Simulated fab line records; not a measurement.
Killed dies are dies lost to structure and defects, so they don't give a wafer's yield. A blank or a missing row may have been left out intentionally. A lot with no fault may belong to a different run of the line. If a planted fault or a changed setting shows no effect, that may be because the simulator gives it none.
Which of the tools did it? :: flow nand_harc :: 40 wafers from 14 lots sampled at 4 of the route's 1159 steps

WHAT EACH GAUGE READ, for each wafer
The record lacks any reading of a measuring or inspecting step that a usual standard deviation could be used to judge.

WHAT TOOL EACH LOT RAN ON (gives the tool, then ch and the chambers of the sampled wafers, and finally the start)
lot: L585
NHARC_A_CONTACT_DEP_85: pecvd-01 ch 1,2, day 17 08:52
NHARC_A_CONTACT_DESCUM_13: rie_diel-07 ch 0,2,3, day 17 09:46
NHARC_A_CONTACT_ETCH_137: har_cap_etch-01 ch 0,1, day 17 11:18
NHARC_A_CONTACT_ETCH_138: har_cap_etch-01 ch 0,1, day 17 11:25

lot: L583
NHARC_A_CONTACT_DEP_85: pecvd-04 ch 1,2, day 17 13:44
NHARC_A_CONTACT_DESCUM_13: rie_diel-07 ch 2,3, day 17 14:39
NHARC_A_CONTACT_ETCH_137: har_cap_etch-03 ch 0,1, day 17 16:18
NHARC_A_CONTACT_ETCH_138: har_cap_etch-03 ch 0,1, day 17 16:25

lot: L581
NHARC_A_CONTACT_DEP_85: pecvd-04 ch 0,1,2, day 17 17:58
NHARC_A_CONTACT_DESCUM_13: rie_diel-07 ch 0,1, day 17 18:51
NHARC_A_CONTACT_ETCH_137: har_cap_etch-03 ch 0,1, day 17 20:20
NHARC_A_CONTACT_ETCH_138: har_cap_etch-03 ch 0,1, day 17 20:27

lot: L584
NHARC_A_CONTACT_DEP_85: pecvd-02 ch 0,1, day 17 18:16
NHARC_A_CONTACT_DESCUM_13: rie_diel-07 ch 0,2,3, day 17 19:22
NHARC_A_CONTACT_ETCH_137: har_cap_etch-02 ch 0,1, day 17 21:12
NHARC_A_CONTACT_ETCH_138: har_cap_etch-02 ch 0,1, day 17 21:22

lot: L590
NHARC_A_CONTACT_DEP_85: pecvd-02 ch 0,2, day 18 19:08
NHARC_A_CONTACT_DESCUM_13: rie_diel-01 ch 0,1,3, day 18 20:03
NHARC_A_CONTACT_ETCH_137: har_cap_etch-02 ch 0,1, day 18 21:56
NHARC_A_CONTACT_ETCH_138: har_cap_etch-02 ch 0,1, day 18 22:04

lot: L589
NHARC_A_CONTACT_DEP_85: pecvd-02 ch 0,1,2, day 18 23:50
NHARC_A_CONTACT_DESCUM_13: rie_diel-07 ch 0,2,3, day 19 00:46
NHARC_A_CONTACT_ETCH_137: har_cap_etch-02 ch 0,1, day 19 02:36
NHARC_A_CONTACT_ETCH_138: har_cap_etch-02 ch 0,1, day 19 02:44

lot: L591
NHARC_A_CONTACT_DEP_85: pecvd-01 ch 1,2, day 19 05:01
NHARC_A_CONTACT_DESCUM_13: rie_diel-07 ch 1,2,3, day 19 05:55
NHARC_A_CONTACT_ETCH_137: har_cap_etch-03 ch 0,1, day 19 07:53
NHARC_A_CONTACT_ETCH_138: har_cap_etch-03 ch 0,1, day 19 08:00

lot: L596
NHARC_A_CONTACT_DEP_85: pecvd-01 ch 0,1,2, day 19 16:44
NHARC_A_CONTACT_DESCUM_13: rie_diel-07 ch 2,3, day 19 17:39
NHARC_A_CONTACT_ETCH_137: har_cap_etch-02 ch 0,1, day 19 19:20
NHARC_A_CONTACT_ETCH_138: har_cap_etch-02 ch 0,1, day 19 19:28

lot: L594
NHARC_A_CONTACT_DEP_85: pecvd-01 ch 0,2, day 20 09:50
NHARC_A_CONTACT_DESCUM_13: rie_diel-07 ch 0,2, day 20 10:38
NHARC_A_CONTACT_ETCH_137: har_cap_etch-03 ch 1, day 20 12:07
NHARC_A_CONTACT_ETCH_138: har_cap_etch-03 ch 1, day 20 12:15

lot: L593
NHARC_A_CONTACT_DEP_85: pecvd-01 ch 1,2, day 20 12:43
NHARC_A_CONTACT_DESCUM_13: rie_diel-01 ch 2,3, day 20 13:37
NHARC_A_CONTACT_ETCH_137: har_cap_etch-03 ch 0, day 20 15:10
NHARC_A_CONTACT_ETCH_138: har_cap_etch-03 ch 0, no start

lot: L595
NHARC_A_CONTACT_DEP_85: pecvd-02 ch 0,2, day 20 19:52
NHARC_A_CONTACT_DESCUM_13: rie_diel-07 ch 0,3, day 20 20:40
NHARC_A_CONTACT_ETCH_137: har_cap_etch-03 ch 0,1, day 20 22:17
NHARC_A_CONTACT_ETCH_138: har_cap_etch-03 ch 0,1, no start

lot: L597
NHARC_A_CONTACT_DEP_85: pecvd-01 ch 0,1, day 20 22:34
NHARC_A_CONTACT_DESCUM_13: rie_diel-07 ch 1,2,3, day 20 23:30
NHARC_A_CONTACT_ETCH_137: har_cap_etch-01 ch 0,1, day 21 01:03
NHARC_A_CONTACT_ETCH_138: har_cap_etch-01 ch 0,1, day 21 01:11

lot: L604
NHARC_A_CONTACT_DEP_85: pecvd-02 ch 0,1,2, day 22 06:22
NHARC_A_CONTACT_DESCUM_13: rie_diel-07 ch 1,3, day 22 07:19
NHARC_A_CONTACT_ETCH_137: har_cap_etch-01 ch 0,1, day 22 08:55
NHARC_A_CONTACT_ETCH_138: har_cap_etch-01 ch 0,1, day 22 09:02

lot: L602
NHARC_A_CONTACT_DEP_85: pecvd-02 ch 0,1, day 22 08:43
NHARC_A_CONTACT_DESCUM_13: rie_diel-03 ch 2,3, day 22 09:31
NHARC_A_CONTACT_ETCH_137: har_cap_etch-03 ch 0,1, day 22 11:08
NHARC_A_CONTACT_ETCH_138: har_cap_etch-03 ch 0,1, no start
- NHARC_A_CONTACT_DEP_85: deposits SiON, target thk 50 nm.
- NHARC_A_CONTACT_DESCUM_13: chemistry O2, time 3 s.
- NHARC_A_CONTACT_ETCH_137: etches the open film in C4F8/O2/Ar, time 132 s, target depth 1287 nm.
- NHARC_A_CONTACT_ETCH_138: etches the open film in C4F8/O2/Ar, time 132 s, target depth 1289 nm.

AS READ BY THE TOOLS THEMSELVES (means over the sampled wafers that have a number; for cases with no such wafer, the mark the record gives instead)
NHARC_A_CONTACT_DEP_85. Usual: 712 W for heater_power_w, sd 110.
lot: L585
tool: pecvd-01
heater_power_w (W): 724
flag: 

lot: L583
tool: pecvd-04
heater_power_w (W): 620
flag: 

lot: L581
tool: pecvd-04
heater_power_w (W): 712
flag: 

lot: L584
tool: pecvd-02
heater_power_w (W): 724
flag: 

lot: L590
tool: pecvd-02
heater_power_w (W): 637
flag: 

lot: L589
tool: pecvd-02
heater_power_w (W): 659
flag: 

lot: L591
tool: pecvd-01
heater_power_w (W): 785
flag: 

lot: L596
tool: pecvd-01
heater_power_w (W): 710
flag: 

lot: L594
tool: pecvd-01
heater_power_w (W): 779
flag: 

lot: L593
tool: pecvd-01
heater_power_w (W): 758
flag: 

lot: L595
tool: pecvd-02
heater_power_w (W): 646
flag: 

lot: L597
tool: pecvd-01
heater_power_w (W): 857
flag: 

lot: L604
tool: pecvd-02
heater_power_w (W): 645
flag: 

lot: L602
tool: pecvd-02
heater_power_w (W): 734
flag: 

NHARC_A_CONTACT_DESCUM_13. Usual: drypump_motor_current_A 5.87 A, standard deviation 0.26; oes_product_au 1.002 a.u., standard deviation 0.0095; rf_vpp_V 57.6 V, standard deviation 0.91; showerhead_plenum_p_Torr 1.90 Torr, standard deviation 0.1; throttle_valve_pct 11.310 %, standard deviation 0.0089.
lot: L585
tool: rie_diel-07
drypump_motor_current_A (A): 5.86
oes_product_au (a.u.): 1.002
rf_vpp_V (V): 57.7
showerhead_plenum_p_Torr (Torr): 1.86
throttle_valve_pct (%): 11.307
flag: 

lot: L583
tool: rie_diel-07
drypump_motor_current_A (A): 5.86
oes_product_au (a.u.): 0.994
rf_vpp_V (V): 57.4
showerhead_plenum_p_Torr (Torr): 1.81
throttle_valve_pct (%): 11.314
flag: 

lot: L581
tool: rie_diel-07
drypump_motor_current_A (A): 5.86
oes_product_au (a.u.): 0.998
rf_vpp_V (V): 57.6
showerhead_plenum_p_Torr (Torr): 1.97
throttle_valve_pct (%): 11.307
flag: 

lot: L584
tool: rie_diel-07
drypump_motor_current_A (A): 5.86
oes_product_au (a.u.): 1.000
rf_vpp_V (V): 57.1
showerhead_plenum_p_Torr (Torr): 1.85
throttle_valve_pct (%): 11.310
flag: 

lot: L590
tool: rie_diel-01
drypump_motor_current_A (A): 5.71
oes_product_au (a.u.): 0.999
rf_vpp_V (V): 56.6
showerhead_plenum_p_Torr (Torr): 1.85
throttle_valve_pct (%): 11.298
flag: 

lot: L589
tool: rie_diel-07
drypump_motor_current_A (A): 5.89
oes_product_au (a.u.): 1.002
rf_vpp_V (V): 57.8
showerhead_plenum_p_Torr (Torr): 1.85
throttle_valve_pct (%): 11.318
flag: 

lot: L591
tool: rie_diel-07
drypump_motor_current_A (A): 5.77
oes_product_au (a.u.): 1.001
rf_vpp_V (V): 57.4
showerhead_plenum_p_Torr (Torr): 1.89
throttle_valve_pct (%): 11.312
flag: 

lot: L596
tool: rie_diel-07
drypump_motor_current_A (A): 5.78
oes_product_au (a.u.): 0.999
rf_vpp_V (V): 56.9
showerhead_plenum_p_Torr (Torr): 1.81
throttle_valve_pct (%): 11.320
flag: 

lot: L594
tool: rie_diel-07
drypump_motor_current_A (A): 5.93
oes_product_au (a.u.): 1.013
rf_vpp_V (V): 57.1
showerhead_plenum_p_Torr (Torr): 1.85
throttle_valve_pct (%): 11.310
flag: 

lot: L593
tool: rie_diel-01
drypump_motor_current_A (A): 5.56
oes_product_au (a.u.): 1.001
rf_vpp_V (V): 57.2
showerhead_plenum_p_Torr (Torr): 1.78
throttle_valve_pct (%): 11.302
flag: 

lot: L595
tool: rie_diel-07
drypump_motor_current_A (A): 5.81
oes_product_au (a.u.): 1.002
rf_vpp_V (V): 57.2
showerhead_plenum_p_Torr (Torr): 1.88
throttle_valve_pct (%): 11.308
flag: 

lot: L597
tool: rie_diel-07
drypump_motor_current_A (A): 5.79
oes_product_au (a.u.): 1.014
rf_vpp_V (V): 58.1
showerhead_plenum_p_Torr (Torr): 1.89
throttle_valve_pct (%): 11.304
flag: 

lot: L604
tool: rie_diel-07
drypump_motor_current_A (A): 5.70
oes_product_au (a.u.): 1.008
rf_vpp_V (V): 57.8
showerhead_plenum_p_Torr (Torr): 1.89
throttle_valve_pct (%): 11.309
flag: 

lot: L602
tool: rie_diel-03
drypump_motor_current_A (A): 6.22
oes_product_au (a.u.): 1.004
rf_vpp_V (V): 58.2
showerhead_plenum_p_Torr (Torr): 1.97
throttle_valve_pct (%): 11.307
flag: 

THE ANSWER, worked out from the rows above alone
Rule: a lot is off if the mean of its wafers that have a number lies more than 3 standard deviations from the usual mean. A lot without any number at a reading at which 4 lots or more have one is off too. All remaining lots with rows at the step are treated as sound. After the gauges, taken in route order, come the tools' own readings; for these a lot's mean is taken, as printed above. The first step at which some lot is off is used, and at that step the reading that is off furthest; a lot without a number counts as furthest.
No lot is off at any reading shown: from this, nothing can be told.

WHAT THE SIMULATOR PUT IN
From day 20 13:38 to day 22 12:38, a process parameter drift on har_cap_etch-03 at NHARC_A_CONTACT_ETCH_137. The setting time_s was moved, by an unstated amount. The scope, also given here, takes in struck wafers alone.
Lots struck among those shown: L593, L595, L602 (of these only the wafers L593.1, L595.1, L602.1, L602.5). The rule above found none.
